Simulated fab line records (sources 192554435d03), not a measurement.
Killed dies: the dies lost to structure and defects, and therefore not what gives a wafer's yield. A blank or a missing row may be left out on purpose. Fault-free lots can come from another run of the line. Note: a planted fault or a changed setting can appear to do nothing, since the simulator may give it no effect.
Struck lot and sound lot, side by side | flow n5_finfet | 37 out of 1938 route steps
Sound: these wafers, L921.2, L921.3, L921.4. Struck: wafers L931.1, L931.2, L931.4. The cause is named last.
At each step with rows: each side's tool, then ch and its chambers, then its first start. Under that, the readings that differ: sound wafers | struck wafers | difference of the means | sigmas: that difference in standard deviations of wafers without a fault.
alike: words and numbers the same on both sides, and readings whose means are apart by under 2 such deviations; not compared: readings that were withheld, readings missing a value for some wafer, numbers with overlapping values and no deviation given by the record, and bounds like >300 which may hide the same value.
A row with sigmas, a row that says differs or no value, or rows on one side alone: a step with any of these is where the two part. Numbers that don't overlap but have no deviation are shown without sigmas and don't part them. Lack of a reading on every wafer of one side parts them only where that side has two or more wafers.

N5_BEOL_M3_ANNEAL_51: time 90 s.
  sound on rtp_anneal-02 ch 0, day 8 02:28; struck on rtp_anneal-02 ch 0, day 10 13:11
  alike: wafer_temp_C_max
N5_BEOL_M3_CMP_52: polishes, stops on SiOC, t overpolish 6.8 s, target thk 40 nm.
  sound on cmp-01 ch 1,2,3, day 8 02:43; struck on cmp-02 ch 1,2,3, day 10 13:29
  alike: barrier_field_endpoint_s, motor_current_A, overpolish_run_s, time_to_endpoint_s
N5_BEOL_M3_THK_MEAS_53: measures by xrf.
  struck on film_metro-01, day 10 13:47; sound on film_metro-02, day 8 03:01
  alike: M3_THK
N5_BEOL_M3_PRE_CLEAN_60: time 15 s.
  sound on cvd_co-01 ch 0,1,2, day 8 03:03; struck on cvd_co-02 ch 0,1, day 10 13:56
  alike: heater_power_w
  not compared: susceptor_temp_C
then, 3 steps without rows for these wafers: N5_BEOL_M3_CO_CAP_55 (material Co, precursor CCTBA/H2, target thk 2 nm, time 102.1 s); N5_BEOL_M3_PRE_CLEAN_56 (time 15 s); N5_BEOL_M3_DEP_57 (deposits SiCN from 3MS/NH3, target thk 8 nm, time 14 s).
N5_BEOL_M3_RS_MEAS_58: uses a four-point probe to measure.
  struck on film_metro-01, day 10 14:12; sound on film_metro-02, day 8 03:16
  alike: M3_RS
N5_BEOL_M3_INSPECT_59: inspects for defects (darkfield).
  struck on defect_inspect-01, day 10 14:14; sound on defect_inspect-01, day 8 03:18
  alike: raw_defect_count
then, 1 step without rows for these wafers: N5_BEOL_M4_ILD_DEP_00 (deposits SiOC from DEMS/O2, target thk 79 nm, time 15.3 s).
N5_BEOL_M4_THK_MEAS_01:
  struck on film_metro-02, day 10 14:20; sound on film_metro-01, day 8 03:24
  alike: M4_ILD_THK
then, 1 step without rows for these wafers: N5_BEOL_M4_PECVD_72 (deposits SiO2 from TEOS/O2, target thk 16 nm, time 18 s).
N5_BEOL_M4_HM_DEP_02: deposits TiN, target thk 20 nm.
  struck on pvd_sputter-03, day 10 16:17; sound on pvd_sputter-01, day 8 04:19
  no value came back on the struck wafers for chamber_pressure_pa (Pa), substrate_temp_c (C), susceptor_temp_C (C), throttle_valve_pct (%); on the sound wafers chamber_pressure_pa (Pa) reads 0.5013 0.4979 0.5005
then, 9 steps without rows for these wafers: N5_BEOL_M4_COAT_61 (time 60 s, resist thk 60 nm); N5_BEOL_M4_COAT_62 (time 60 s, resist thk 12 nm); N5_BEOL_M4_COAT_73 (time 60 s, resist thk 5 nm); N5_BEOL_M4_COAT_05 (resist thk 30 nm); N5_BEOL_M4_EBR_07; N5_BEOL_M4_SOFTBAKE_06 (time 60 s); N5_BEOL_M4_EXPOSE_08 (exposes mask M4); N5_BEOL_M4_PEB_09 (peb time 60 s); N5_BEOL_M4_DEVELOP_10 (develop time 30 s).
N5_BEOL_M4_CD_MEAS_11: the cd target is 16.79 nm.
  sound on cd_sem-01 ch 0, day 8 04:44; struck on cd_sem-03 ch 0, day 10 16:40
  alike: cd_nm
N5_BEOL_M4_OVL_MEAS_12:
  sound on overlay-02 ch 0, day 8 04:46; struck on overlay-02 ch 0, day 10 16:43
  alike: M4_OVL
N5_BEOL_M4_INSPECT_13: inspects for defects (brightfield).
  struck on defect_inspect-01, day 10 16:46; sound on defect_inspect-02, day 8 04:49
  alike: raw_defect_count
then, 1 step without rows for these wafers: N5_BEOL_M4_DESCUM_16 (chemistry O2, time 7 s).
N5_BEOL_M4_ETCH_74: etches underlayer in N2/H2, target depth 6.5 nm, time 5.2 s.
  sound on rie_diel-06 ch 0,1,3, day 8 04:53; struck on rie_diel-06 ch 0,1,2, day 10 16:50
  alike: drypump_motor_current_A, etch_rf_on_time_s, oes_product_au, rf_vpp_V, showerhead_plenum_p_Torr, throttle_valve_pct
  not compared: rf_hours_counter_h
N5_BEOL_M4_ETCH_63: etches SiARC in CF4, target depth 15.6 nm, time 26 s.
  sound on rie_diel-06 ch 0,1,3, day 8 04:55; struck on rie_diel-06 ch 0,1,2, day 10 16:51
  alike: drypump_motor_current_A, etch_rf_on_time_s, oes_product_au, rf_vpp_V, showerhead_plenum_p_Torr, throttle_valve_pct
  not compared: rf_hours_counter_h
then, 4 steps without rows for these wafers: N5_BEOL_M4_ETCH_64 (etches SOC in N2/H2, target depth 75 nm, overetch 22.5 nm, time 121.9 s); N5_BEOL_M4_STRIP_65 (strips in N2/H2); N5_BEOL_M4_STRIP_75 (strips in N2/H2); N5_BEOL_M4_STRIP_66 (strips in CF4).
N5_BEOL_M4_HM_OPEN_17: chemistry Cl2/BCl3, target TiN, target depth 20 nm, overetch 6 nm.
  sound on rie_metal-03 ch 0,1, day 8 05:07; struck on rie_metal-02 ch 0,1, day 10 17:03
  reading                  | sound             | struck         | difference | sigmas
  oes_product_au (a.u.)    | 0.60 0.81 0.60    | 0.38 0.30 0.38 | -0.32      | -3
  model.etch.depth_nm (nm) | 19.86 19.66 19.77 | 0 0 0          | -20        |
  alike: drypump_motor_current_A, throttle_valve_pct
  not compared: rf_hours_counter_h
then, 1 step without rows for these wafers: N5_BEOL_M4_STRIP_19 (strips in O2).
N5_BEOL_M4_CD_MEAS_18: pitch 36 nm, target cd 18 nm.
  struck on cd_sem-03, day 10 17:14; sound on cd_sem-01, day 8 05:17
  reading    | sound             | struck | difference                    | sigmas
  cd_nm (nm) | 18.55 17.90 18.06 | - - -  | no value on the struck wafers |
then, 1 step without rows for these wafers: N5_BEOL_M4_COAT_67 (time 60 s, resist thk 60 nm).
N5_BEOL_M4_RC_MEAS_101:
  the record has rows for the sound wafers here (prober-01 ch 0, day 8 18:37) and none for the struck ones

## WHERE THEY PART
At N5_BEOL_M4_HM_DEP_02 first; at N5_BEOL_M4_RC_MEAS_101 last (within this record only).

WHY: whatever the simulator had introduced
Step skipped in full: pvd_sputter-03, at N5_BEOL_M4_HM_DEP_02, from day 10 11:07 onward. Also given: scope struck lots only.
